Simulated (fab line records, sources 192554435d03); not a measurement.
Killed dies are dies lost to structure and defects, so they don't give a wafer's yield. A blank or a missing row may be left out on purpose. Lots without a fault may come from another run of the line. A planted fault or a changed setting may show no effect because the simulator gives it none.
Split-lot experiment | flow n5_finfet | 7 lots, 21 wafers read, on a route of 1938 steps

THE SPLIT
At N5_BEOL_M6_EXPOSE_08 (exposes mask M6), the setting dose_mj was moved away from the recipe's 68.25 on 4 of the 21 wafers read, by +3.3% to +6.6%. The other wafers ran this setting at the recipe's value.

FROM THE SPLIT TO THE READING: what the file shows between them, 15 steps
- N5_BEOL_M6_PEB_09: peb time 60 s
- N5_BEOL_M6_DEVELOP_10: develop time 30 s
- N5_BEOL_M6_CD_MEAS_11: target cd 38.5 nm
- N5_BEOL_M6_DESCUM_16: chemistry O2, time 7.9 s
- N5_BEOL_M6_ETCH_61: etches SiARC in CF4, target depth 45.5 nm, time 75.8 s
- N5_BEOL_M6_ETCH_62: etches SOC in N2/H2, target depth 110 nm, overetch 22 nm, time 165 s
- N5_BEOL_M6_STRIP_68: strips in N2/H2
- N5_BEOL_M6_STRIP_67: strips in CF4
- N5_BEOL_M6_HM_OPEN_17: chemistry Cl2/BCl3, target TiN, target depth 20 nm, overetch 6 nm
- N5_BEOL_M6_STRIP_19: strips in O2
- N5_BEOL_M6_CD_MEAS_18: pitch 80 nm, target cd 40 nm
- N5_BEOL_M6_COAT_63: time 60 s, resist thk 60 nm
- N5_BEOL_M6_COAT_64: time 60 s, resist thk 12 nm
- N5_BEOL_M6_PRECLEAN_42: cleans in residue remover, time 60 s
- N5_BEOL_M6_SRD_43: time 30 s

THE READING
cd_nm, in nm, at N5_BEOL_M6_CD_MEAS_35 (target cd 40 nm, target cd y 28 nm). Fault-free wafers of this fab line usually give 40.0 nm, standard deviation 0.56 nm.

wafer  | tool, chamber at the split | dose_mj as run | against the recipe | cd_nm, nm | against lot-mates on the recipe
L076.2 | arfi_scanner-01, 0         | 68.25          | recipe             | 39.9      | -
L076.5 | arfi_scanner-01, 0         | 68.25          | recipe             | 40.0      | -
L076.6 | arfi_scanner-01, 0         | 72.73          | +6.6%              | 43.0      | +3.0
L080.1 | arfi_scanner-02, 0         | 68.25          | recipe             | 40.0      | -
L080.3 | arfi_scanner-02, 0         | 68.25          | recipe             | 40.9      | -
L080.6 | arfi_scanner-02, 0         | 68.25          | recipe             | 40.5      | -
L079.1 | arfi_scanner-03, 0         | 68.25          | recipe             | 39.9      | -
L079.2 | arfi_scanner-03, 0         | 68.25          | recipe             | 40.1      | -
L079.3 | arfi_scanner-03, 0         | 68.25          | recipe             | 39.5      | -
L083.4 | arfi_scanner-02, 0         | 68.25          | recipe             | 39.5      | -
L083.5 | arfi_scanner-02, 0         | 68.25          | recipe             | 40.0      | -
L083.6 | arfi_scanner-02, 0         | 68.25          | recipe             | 40.2      | -
L086.2 | arfi_scanner-01, 0         | 72.74          | +6.6%              | 43.4      | +2.9
L086.3 | arfi_scanner-01, 0         | 68.25          | recipe             | 39.9      | -
L086.4 | arfi_scanner-01, 0         | 68.25          | recipe             | 41.0      | -
L091.1 | arfi_scanner-03, 0         | 70.47          | +3.3%              | 42.8      | +1.9
L091.2 | arfi_scanner-03, 0         | 70.47          | +3.3%              | 42.5      | +1.6
L091.3 | arfi_scanner-03, 0         | 68.25          | recipe             | 40.9      | -
L092.3 | arfi_scanner-03, 0         | 68.25          | recipe             | 40.2      | -
L092.4 | arfi_scanner-03, 0         | 68.25          | recipe             | 40.4      | -
L092.5 | arfi_scanner-03, 0         | 68.25          | recipe             | 39.8      | -

THE FIT
A straight line over all 21 wafers: cd_nm changes by +0.514 nm for each +1% of dose_mj; r = +0.91; the points scatter about the line by 0.51 nm.
The same after taking each lot's own level away (the mean of its wafers on the recipe; 21 wafers): +0.47 nm for each +1%; r = +0.96; scatter 0.31 nm.
On that fit, the largest move of dose_mj shifts the reading by 3.1 nm.
The lots' own levels span 39.83 to 40.90 nm, that is 1.9 times the standard deviation above.
So the lot-to-lot level changes the slope little: the two slopes agree.
Check: with one of the wafers moved furthest among these (+6.6%) left out of the fit, the line predicts +3.21 nm for it against its lot-mates. It came out at +2.95 nm against them.

OTHER SPLITS ON THESE WAFERS
These wafers also went through other splits before the reading. Each is held against what the fit with the lots' levels taken away leaves over:
other split on the same wafers | wafers away from the commonest value | r with cd_nm (lot level and that fit taken away)
N5_BEOL_M5_VIA_ETCH_34 bias_w  | 9                                    | +0.02
N5_BEOL_M5_ETCH_41 source_w    | 7                                    | -0.04

THE WHOLE CHAIN: every reading that the file lists as answering this split, in the file's order
step                  | what it does                                                         | reading                                                               | change (the file's fit)               | r (the file's)
N5_BEOL_M6_CD_MEAS_11 | target cd 38.5 nm                                                    | cd_nm                                                                 | +0.52 nm for each +1% of the setting  | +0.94
N5_BEOL_M6_ETCH_61    | etches SiARC in CF4, target depth 45.5 nm, time 75.8 s               | BEOL_M6.cd_offset_nm (the simulator's own value, which no gauge read) | +0.497 nm for each +1% of the setting | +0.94
N5_BEOL_M6_ETCH_62    | etches SOC in N2/H2, target depth 110 nm, overetch 22 nm, time 165 s | BEOL_M6.cd_offset_nm (the simulator's own value, which no gauge read) | +0.487 nm for each +1% of the setting | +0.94
N5_BEOL_M6_CD_MEAS_18 | pitch 80 nm, target cd 40 nm                                         | cd_nm                                                                 | +0.493 nm for each +1% of the setting | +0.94
N5_BEOL_M6_CD_MEAS_35 | target cd 40 nm, target cd y 28 nm                                   | cd_nm                                                                 | +0.458 nm for each +1% of the setting | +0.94

THE FILE'S OWN FIT
cd_nm changes by +0.458 nm for each +1% of dose_mj, r = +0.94.
